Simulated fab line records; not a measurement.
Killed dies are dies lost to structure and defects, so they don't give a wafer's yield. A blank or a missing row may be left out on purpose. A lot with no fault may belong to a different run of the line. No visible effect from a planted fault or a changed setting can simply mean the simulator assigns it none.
fab line records	flow n5_finfet
record lots=10	wafers=29	last_day=18
route steps=1938 shown MOL_CONTACT_COAG@624 BEOL_M0_SAQP@634 BEOL_M4@1111 PASSIVATION@1936
lots with no fault: from the same line, run without faults
start_h: the number of hours between the record's first day and the start of the first shown wafer of the lot	wait_h: hours from the lot's prior step to this one	" repeats the value in the row above	L1.1+2: several wafers, shown together as one row	- no value, or no start was given	* or withheld: withheld	< > ~ a bound
route shown NAME@n: names a module that has steps shown in the file, with the first one's number in the route	usual: mean and standard deviation over wafers with no fault	same: alike in all rows	chamber/n: place in a boat	sites: each site's reading	_std_site: standard deviation of those values	_edge_site: mean of outer sites minus mean of inner sites	radius_mm: how far each site lies from the wafer's centre	mask NAME#n: copy n	behind: tool/chamber where the wafer was last shaped	hold: the reason the lot was held/the length of the hold in hours/how it ended	device: whichever transistor did not switch (one of n, p or np)	end of line: the tests these same wafers got at the end of their route	where a step has no rows: the recipe by itself	killed: dies that structure and defects cost at the first sort, which is not the same as the wafer's yield	map: shows each die of a wafer: x if killed, . if not, _ if none is there
set.NAME: setting as actually run; set.NAME@STEP: the setting as run at that earlier step	model.NAME: the simulator's own value behind a step, which no gauge read
a sample of lots followed through the steps of the route, with each step as a table and each wafer as a row
services: when a tool's chamber went out of use (start_h, in hours from the record's first day, below 0 if earlier), for how many hours, and the reason
## steps
# step N5_MOL_CONTACT_COAG_CVD_140
# recipe material=W	target_thk_a=665	mode=selective_fill	temp_c=300	time_s=215
# usual heater_power_w=527/69	susceptor_temp_C=300.01/0.16
lot.wafer	tool	chamber	start_h	wait_h	heater_power_w	susceptor_temp_C
L364.2	cvd_w-02	1	104.44	0.1	656	299.81
L364.3	"	0	"	"	472	299.78
L364.6	"	1	"	"	665	299.86
L365.1	cvd_w-01	0	106.52	0.1	524	299.92
L365.3	"	1	"	"	485	299.97
L365.5	"	0	"	"	523	300.06
L369.2	cvd_w-01	0	132.16	0.2	523	299.82
L369.3	"	0	"	"	524	300.21
L369.6	"	0	"	"	536	299.96
L371.1	cvd_w-01	0	144.67	0.1	524	299.94
L371.3	"	0	"	"	524	299.68
L371.6	"	1	"	"	478	299.90
L375.2	cvd_w-01	1	171.03	0.1	482	300.36
L375.5	"	0	"	"	533	299.94
L377.1	cvd_w-02	0	186.77	0.1	479	300.30
L377.4	"	1	"	"	654	300.02
L377.5	"	0	"	"	455	299.92
L381.1	cvd_w-01	0	206.80	0.1	524	300.06
L381.3	"	0	"	"	525	299.99
L381.5	"	1	"	"	477	299.95
L382.1	cvd_w-02	1	218.60	0.1	671	299.97
L382.2	"	0	"	"	470	299.71
L382.6	"	1	"	"	667	300.07
L386.2	cvd_w-02	1	240.76	0.1	651	299.97
L386.3	"	1	"	"	661	300.12
L386.5	"	0	"	"	473	300.33
L387.1	cvd_w-01	1	248.97	0.1	482	300.26
L387.3	"	1	"	"	473	299.98
L387.5	"	1	"	"	489	299.87
# step N5_MOL_CONTACT_COAG_CMP_52
# recipe stop_on=SiO2	t_overpolish_s=1.5	post_cmp_clean=w_dilute_nh4oh	down_force_psi=4	platen_rpm=50.289	pad_velocity_m_s=1.0006	target_thk_nm=66.5
# usual motor_current_A=12.7/1.1	overpolish_run_s=1.500/0.01	slurry_flow_ml_min=150.0/0.47	time_to_endpoint_s=13.1/2.5
lot.wafer	tool	chamber	start_h	wait_h	motor_current_A	overpolish_run_s	slurry_flow_ml_min	time_to_endpoint_s
L364.3	cmp-02	2	104.76	0.0	11.3	1.473	149.6	13.2
L364.2	"	0	"	"	12.9	1.501	150.1	11.4
L364.6	"	3	"	"	11.4	1.494	150.1	8.1
L365.3	cmp-03	0	106.92	0.1	12.8	1.512	149.6	18.5
L365.1	"	1	"	"	12.0	1.497	149.7	16.6
L365.5	"	3	"	"	14.5	1.496	149.9	16.5
L369.3	cmp-02	0	132.72	0.1	12.8	1.504	149.9	16.9
L369.2	"	1	"	"	12.0	1.509	150.3	9.9
L369.6	"	2	"	"	11.3	1.494	149.2	13.2
L371.3	cmp-04	3	145.03	0.1	11.4	1.489	149.7	12.4
L371.1	"	1	"	"	13.8	1.491	149.3	14.3
L371.6	"	2	"	"	12.9	1.519	150.3	17.0
L375.2	cmp-02	2	171.43	0.1	11.7	1.496	150.0	11.6
L375.5	"	1	"	"	12.9	0.040	149.9	26.0
L377.1	cmp-02	0	187.09	0.0	13.2	1.488	150.3	14.5
L377.4	"	1	"	"	12.3	1.504	150.1	14.8
L377.5	"	1	"	"	11.9	0.036	150.5	26.0
L381.1	cmp-04	3	207.19	0.1	11.6	1.476	149.8	8.0
L381.3	"	0	"	"	13.7	1.508	149.6	14.9
L381.5	"	1	"	"	13.7	1.498	149.7	11.0
L382.1	cmp-04	0	218.92	0.0	13.2	1.505	150.0	14.7
L382.2	"	2	"	"	13.3	1.489	150.1	12.2
L382.6	"	0	"	"	13.0	1.512	150.4	15.3
L386.2	cmp-04	2	241.12	0.1	13.8	1.502	149.2	12.3
L386.3	"	0	"	"	13.4	1.502	150.4	15.9
L386.5	"	2	"	"	15.0	1.503	150.2	13.3
L387.3	cmp-03	3	249.29	0.0	14.6	1.497	149.9	16.8
L387.1	"	2	"	"	12.0	1.499	149.4	12.8
L387.5	"	0	"	"	12.3	1.496	149.0	17.3
# step N5_MOL_CONTACT_COAG_INSPECT_97
# recipe inspect_instrument=darkfield	mode=post_anneal
# usual raw_defect_count=43/17
lot.wafer	tool	chamber	start_h	wait_h	raw_defect_count
L364.2	defect_inspect-01	-	108.13	0.0	16
L364.3	"	-	"	"	20
L364.6	"	-	"	"	20
L365.1	defect_inspect-02	-	111.12	0.0	41
L365.3	"	-	"	"	28
L365.5	"	-	"	"	42
L369.2	defect_inspect-01	-	136.01	0.0	50
L369.3	"	-	"	"	42
L369.6	"	-	"	"	50
L371.1	defect_inspect-01	-	148.35	0.0	39
L371.3	"	-	"	"	27
L371.6	"	-	"	"	60
L375.2	defect_inspect-02	-	174.72	0.0	28
L375.5	"	-	"	"	856
L377.1	defect_inspect-01	-	190.43	0.0	34
L377.4	"	-	"	"	53
L377.5	"	-	"	"	1099
L381.1	defect_inspect-02	-	210.46	0.0	41
L381.3	"	-	"	"	47
L381.5	"	-	"	"	53
L382.1	defect_inspect-02	-	222.26	0.0	43
L382.2	"	-	"	"	49
L382.6	"	-	"	"	66
L386.2	defect_inspect-01	-	245.61	0.0	40
L386.3	"	-	"	"	12
L386.5	"	-	"	"	48
L387.1	defect_inspect-01	-	252.64	0.0	45
L387.3	"	-	"	"	19
L387.5	"	-	"	"	32
# step N5_BEOL_M0_SAQP_HM_DEP_02
# recipe material=TiN	target_thk_a=120	temp_c=25	chamber_pressure_pa=0.49996
# usual susceptor_temp_C=24.99/0.11	throttle_valve_pct=29.9/1.2
lot.wafer	tool	chamber	start_h	wait_h	susceptor_temp_C	throttle_valve_pct
L364.2	pvd_sputter-02	-	109.60	1.1	25.01	30.9
L364.3	"	-	"	"	25.15	30.8
L364.6	"	-	"	"	25.18	29.4
L365.1	pvd_sputter-02	-	112.75	1.3	25.00	30.9
L365.3	"	-	"	"	24.90	31.3
L365.5	"	-	"	"	25.11	31.2
L369.2	pvd_sputter-03	-	138.23	1.9	24.94	29.0
L369.3	"	-	"	"	25.04	31.0
L369.6	"	-	"	"	25.09	29.1
L371.1	pvd_sputter-03	-	148.76	0.0	24.99	30.8
L371.3	"	-	"	"	25.06	28.2
L371.6	"	-	"	"	25.13	29.1
L375.2	pvd_sputter-02	-	176.78	1.7	24.96	31.0
L377.1	pvd_sputter-02	-	192.96	2.1	24.96	31.1
L377.4	"	-	"	"	24.96	28.8
L381.1	pvd_sputter-01	-	211.28	0.4	24.93	29.7
L381.3	"	-	"	"	25.04	30.6
L381.5	"	-	"	"	24.78	30.6
L382.1	pvd_sputter-01	-	224.16	1.5	24.97	28.1
L382.2	"	-	"	"	25.04	31.6
L382.6	"	-	"	"	25.05	27.8
L386.2	pvd_sputter-03	-	247.60	1.6	24.85	30.7
L386.3	"	-	"	"	24.89	29.1
L386.5	"	-	"	"	25.11	28.3
L387.1	pvd_sputter-01	-	253.51	0.5	25.02	31.4
L387.3	"	-	"	"	25.00	30.5
L387.5	"	-	"	"	24.93	29.7
# step N5_BEOL_M0_SAQP_PECVD_97
# recipe material=SiNx	target_thk_a=230	temp_c=350	precursor=SiH4/NH3/N2	pressure_torr=1.5	rf_w=300	time_s=19.9
# usual heater_power_w=512/55	showerhead_plenum_p_Torr=5.16/0.067	susceptor_temp_C=350.00/0.19	throttle_valve_pct=39.7/2.2
lot.wafer	tool	chamber	start_h	wait_h	heater_power_w	showerhead_plenum_p_Torr	susceptor_temp_C	throttle_valve_pct
L364.2	pecvd-04	1	109.80	0.0	500	5.20	349.90	41.8
L364.3	"	2	"	"	538	5.15	350.04	38.4
L364.6	"	0	"	"	608	5.13	350.14	37.1
L365.1	pecvd-02	2	112.99	0.0	472	5.04	350.03	38.8
L365.3	"	1	"	"	465	5.13	349.63	41.8
L365.5	"	2	"	"	481	5.05	350.03	39.1
L369.2	pecvd-03	1	138.42	0.0	516	5.22	350.24	37.4
L369.3	"	0	"	"	528	5.26	349.98	42.9
L369.6	"	1	"	"	504	5.22	350.18	37.7
L371.1	pecvd-02	0	148.96	0.0	549	5.20	350.02	40.7
L371.3	"	1	"	"	494	5.13	350.02	41.6
L371.6	"	2	"	"	416	5.04	349.79	39.2
L375.2	pecvd-02	2	176.97	0.0	416	5.05	350.20	39.0
L377.1	pecvd-02	1	193.15	0.0	482	5.14	349.87	41.4
L377.4	"	0	"	"	547	5.20	349.65	40.5
L381.1	pecvd-02	1	211.48	0.0	543	5.12	349.92	41.3
L381.3	"	2	"	"	418	5.04	350.06	39.3
L381.5	"	2	"	"	425	5.04	349.96	39.4
L382.1	pecvd-03	0	224.35	0.0	617	5.26	349.95	43.5
L382.2	"	2	"	"	461	5.08	350.00	39.0
L382.6	"	2	"	"	476	5.07	350.12	38.9
L386.2	pecvd-03	2	247.80	0.0	406	5.09	350.03	38.7
L386.3	"	1	"	"	519	5.21	349.84	37.5
L386.5	"	0	"	"	549	5.27	350.08	44.0
L387.1	pecvd-04	1	253.71	0.0	556	5.21	349.84	42.0
L387.3	"	2	"	"	504	5.14	349.92	36.6
L387.5	"	1	"	"	534	5.20	349.89	41.7
# step N5_BEOL_M4_RC_MEAS_101
# usual DIBL_N=35.9/1.8	DIBL_P=36.2/2	IOFF_N=0.16/0.031	IOFF_P=0.22/0.041	ION_N=676/11	ION_P=465/8.5	SS_N=71.4/0.64	SS_P=73.2/0.7	VT_N=250/3.5	VT_P=-250/3.9
lot.wafer	tool	chamber	start_h	wait_h	DIBL_N[mV/V]	DIBL_P[mV/V]	IOFF_N[nA/um]	IOFF_P[nA/um]	ION_N[uA/um]	ION_P[uA/um]	SS_N[mV/dec]	SS_P[mV/dec]	VT_N[mV]	VT_P[mV]
L365.1	prober-02	0	172.36	0.0	35.3	37.7	0.15	0.21	681	472	70.8	73.5	250	-250
L365.3	"	0	"	"	34.0	35.3	0.13	0.18	657	456	70.9	73.1	253	-252
L365.5	"	0	"	"	35.9	37.8	0.16	0.22	688	467	70.8	73.5	251	-249
L364.2	prober-01	0	172.38	0.2	35.4	35.3	0.13	0.22	672	466	71.4	72.4	255	-249
L364.3	"	0	"	"	36.9	37.8	0.17	0.29	694	484	71.1	73.3	249	-244
L364.6	"	0	"	"	35.3	34.9	0.14	0.23	674	476	70.7	73.0	252	-246
L371.1	prober-01	0	214.18	0.0	34.1	32.5	0.12	0.19	672	468	71.3	72.5	253	-250
L371.3	"	0	"	"	36.5	35.7	0.17	0.24	682	464	71.4	73.8	247	-247
L371.6	"	0	"	"	36.3	35.0	0.16	0.22	675	459	71.6	72.7	249	-247
L369.2	prober-02	0	214.88	0.2	35.2	35.6	0.13	0.18	658	448	72.0	73.5	252	-258
L369.3	"	0	"	"	36.6	37.7	0.16	0.22	671	462	72.2	73.9	248	-254
L369.6	"	0	"	"	34.1	34.7	0.12	0.16	672	462	71.5	73.3	252	-255
L375.2	prober-01	0	242.24	0.2	36.9	35.8	0.16	0.21	675	461	72.6	73.1	249	-250
L377.1	prober-01	0	252.03	0.0	34.1	35.4	0.15	0.19	672	461	70.4	73.0	250	-252
L377.4	"	0	"	"	33.9	34.9	0.13	0.18	663	459	71.3	72.6	251	-253
L381.1	prober-01	0	269.86	0.0	37.3	38.5	0.21	0.24	689	464	72.4	74.3	245	-249
L381.3	"	0	"	"	36.9	37.9	0.20	0.23	689	468	71.9	74.2	244	-251
L381.5	"	0	"	"	38.6	39.0	0.22	0.24	691	463	71.9	74.4	246	-250
L382.1	prober-02	0	284.66	0.0	36.1	35.7	0.13	0.20	661	461	70.1	73.6	252	-250
L382.2	"	0	"	"	42.1	43.3	0.29	0.37	712	481	71.9	74.9	239	-239
L382.6	"	0	"	"	37.3	37.6	0.16	0.25	677	469	70.5	74.3	250	-246
L386.2	prober-02	0	308.80	0.2	35.1	35.2	0.14	0.21	684	470	71.1	72.6	247	-248
L386.3	"	0	"	"	37.9	37.1	0.18	0.24	691	473	71.3	74.2	248	-248
L386.5	"	0	"	"	37.0	36.8	0.16	0.24	678	470	71.6	73.5	248	-248
L387.1	prober-02	0	321.11	0.0	35.7	35.5	0.13	0.15	676	456	70.6	73.4	250	-258
L387.3	"	0	"	"	35.4	35.8	0.13	0.15	678	464	70.6	72.5	254	-259
L387.5	"	0	"	"	35.6	36.1	0.14	0.15	675	452	71.2	73.0	249	-256
# step N5_PASSIVATION_PROBE_49
# usual defect_limited_yield=91.3/1.3	killed_at_M0_to_M3=35/9.3	killed_at_M4_up=14/5.2	killed_at_contacts=12/5.9	killed_at_front_end=38/11	killed_at_other=4/3.7	killed_dies=103/15	killed_open=67/12	killed_short=34/8	sort_bin_5_function=5.1/0.88	sort_bin_6_memory=3.3/0.65	sort_n_pass=1077/15	sort_yield_pct=91.3/1.3
# same gross_dies=1180	killed_at_back_side=0	sort_bin_4_leakage[%]=0	sort_bin_8_speed[%]=0
lot.wafer	tool	chamber	start_h	wait_h	defect_limited_yield[%]	killed_at_M0_to_M3	killed_at_M4_up	killed_at_contacts	killed_at_front_end	killed_at_other	killed_dies	killed_open	killed_short	sort_bin_5_function[%]	sort_bin_6_memory[%]	sort_n_pass	sort_yield_pct[%]
L364.2	prober-01	-	285.16	0.3	90.5	38	15	22	34	3	112	74	38	5.3	3.8	1068	90.5
L364.3	prober-01	-	285.21	0.4	90.7	51	16	13	27	3	110	73	37	5.3	3.6	1070	90.7
L364.6	prober-01	-	285.36	0.5	90.1	47	13	13	36	8	117	70	47	5.4	3.8	1063	90.1
L375.2	prober-02	-	361.33	0.1	88.6	42	14	6	63	10	135	91	43	7.9	3.4	1045	88.6
L375.5	prober-02	-	361.48	0.2	30.6	38	9	707	55	10	819	79	37	6.0	3.6	361	30.6
L377.1	prober-01	-	380.60	0.0	91.0	31	15	4	52	4	106	76	29	5.5	3.2	1074	91.0
L377.4	prober-01	-	380.75	0.2	92.4	21	23	9	37	0	90	67	23	4.0	3.6	1090	92.4
L377.5	prober-01	-	380.80	0.2	0.5	50	12	1068	42	2	1174	62	51	5.3	3.7	6	0.5
# killed by level:class
L364.2 MOL_CONTACT_COAG:geometric_particle:open=19 FIN_SAQP:geometric_particle:short=8 BEOL_M4:geometric_particle:open=7 BEOL_M0:geometric_particle:open=7 STI_FIN_REVEAL:geometric_particle:open=6 BEOL_M0_SAQP:geometric_particle:short=6 FIN_SAQP:geometric_particle:open=5 BEOL_M0_SAQP:geometric_particle:open=5
L364.3 BEOL_M1:geometric_particle:open=10 FIN_SAQP:geometric_particle:short=9 MOL_CONTACT_COAG:geometric_particle:open=9 BEOL_M0_SAQP:geometric_particle:short=9 BEOL_M3:geometric_particle:open=9 BEOL_M0_SAQP:geometric_particle:open=8 BEOL_M4:geometric_particle:open=7 BEOL_M1:geometric_particle:short=5
L364.6 MOL_CONTACT_COAG:geometric_particle:open=10 BEOL_M0_SAQP:geometric_particle:short=9 FIN_SAQP:geometric_particle:open=8 BEOL_M0_SAQP:geometric_particle:open=7 BEOL_M3:geometric_particle:open=7 BEOL_M1:geometric_particle:open=6 BEOL_M2:geometric_particle:short=6 GATE_CUT:geometric_particle:short=5
L375.2 FIN_SAQP:geometric_particle:open=20 STI_FIN_REVEAL:geometric_particle:open=16 FIN_SAQP:geometric_particle:short=10 BEOL_M0_SAQP:geometric_particle:open=9 BEOL_M1:geometric_particle:open=8 BEOL_M0_SAQP:geometric_particle:short=6 BEOL_M4:geometric_particle:open=6 MOL_CONTACT_COAG:geometric_particle:open=5
L375.5 MOL_CONTACT_COAG:area_cmp=702 STI_FIN_REVEAL:geometric_particle:open=17 FIN_SAQP:geometric_particle:open=12 BEOL_M0:geometric_particle:open=10 FIN_SAQP:geometric_particle:short=8 BEOL_M0_SAQP:geometric_particle:short=8 BEOL_M1:geometric_particle:open=8 GATE_CUT:geometric_particle:short=6
L377.1 STI_FIN_REVEAL:geometric_particle:open=14 FIN_SAQP:geometric_particle:open=11 FIN_SAQP:geometric_particle:short=9 BEOL_M3:geometric_particle:open=8 BEOL_M1:geometric_particle:open=8 GATE_CUT:geometric_particle:open=6 BEOL_M0_SAQP:geometric_particle:open=5 BEOL_M0_SAQP:geometric_particle:short=4
L377.4 BEOL_M4:geometric_particle:open=11 STI_FIN_REVEAL:geometric_particle:open=7 MOL_CONTACT_COAG:geometric_particle:open=7 BEOL_M0_SAQP:geometric_particle:open=7 BEOL_M2:geometric_particle:open=6 FIN_SAQP:geometric_particle:open=5 GATE_CUT:geometric_particle:open=5 GATE_CUT:geometric_particle:short=4
L377.5 MOL_CONTACT_COAG:area_cmp=1061 BEOL_M0_SAQP:geometric_particle:short=18 BEOL_M2:geometric_particle:open=12 BEOL_M0_SAQP:geometric_particle:open=10 FIN_SAQP:geometric_particle:short=8 FIN_SAQP:geometric_particle:open=8 GATE_CUT:geometric_particle:short=6 MOL_CONTACT_COAG:geometric_particle:open=6
## services
tool	chamber	start_h	hours	kind
cmp-02	-	81.60	3.0	repair
pvd_sputter-01	-	83.60	1.1	repair
pecvd-02	0	93.37	2.1	scheduled_down
cvd_w-01	-	93.56	2.9	repair
cmp-04	-	106.64	0.4	repair
pecvd-02	0	108.36	12.0	repair
pvd_sputter-01	-	115.56	3.2	repair
cmp-02	-	122.65	1.1	repair
cvd_w-02	0	123.21	2.2	repair
cvd_w-01	1	127.57	5.6	repair
cmp-02	-	141.44	0.3	repair
cmp-04	-	152.45	4.0	pm
pecvd-03	-	153.80	47.8	repair
cvd_w-01	0	155.75	9.0	repair
pecvd-04	-	180.72	0.2	repair
cvd_w-01	1	185.92	11.4	repair
cmp-03	-	198.46	2.4	repair
cmp-02	-	210.90	4.0	pm
cvd_w-01	-	227.37	6.0	pm
cmp-02	-	233.10	0.6	repair
cvd_w-01	-	236.07	1.1	repair
cvd_w-01	0	250.55	4.1	repair
pecvd-02	2	252.11	3.4	repair
cvd_w-02	-	253.68	0.3	repair
## key
first_sign step=N5_MOL_CONTACT_COAG_CMP_52	reading=overpolish_run_s	direction=down	sigmas=99+	usual=1.500	struck=0.038
effect step=N5_MOL_CONTACT_COAG_CMP_52	reading=time_to_endpoint_s	direction=up	sigmas=5.2	usual=*	struck=*
effect step=N5_MOL_CONTACT_COAG_INSPECT_97	reading=raw_defect_count	direction=up	sigmas=57	usual=43	struck=978
effect step=N5_PASSIVATION_PROBE_49	reading=killed_at_contacts	direction=up	sigmas=99+	usual=12	struck=888
more_kills_born_at N5_MOL_CONTACT_COAG_CMP_52@cmp-02=1763
met_at N5_MOL_CONTACT_COAG_CMP_52
struck_lots L375,L377
struck_wafers L375.5,L377.5
later_rows_left_out L375.5,L377.5
not_acting_at N5_MOL_CONTACT_COAG_CVD_140,N5_BEOL_M0_SAQP_HM_DEP_02,N5_BEOL_M0_SAQP_PECVD_97
onset_between 132.72 171.43
fault kind=process_parameter_drift	tool=cmp-02	chamber=-	onset_h=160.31	steps=N5_MOL_CONTACT_COAG_CMP_52	channel=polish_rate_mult	offset=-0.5	shape=step	end_h=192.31	scope=struck_wafers_only
# later_rows_left_out: the simulator's readings of these wafers behind a module that went badly wrong aren't trusted and aren't shown, but for the sort
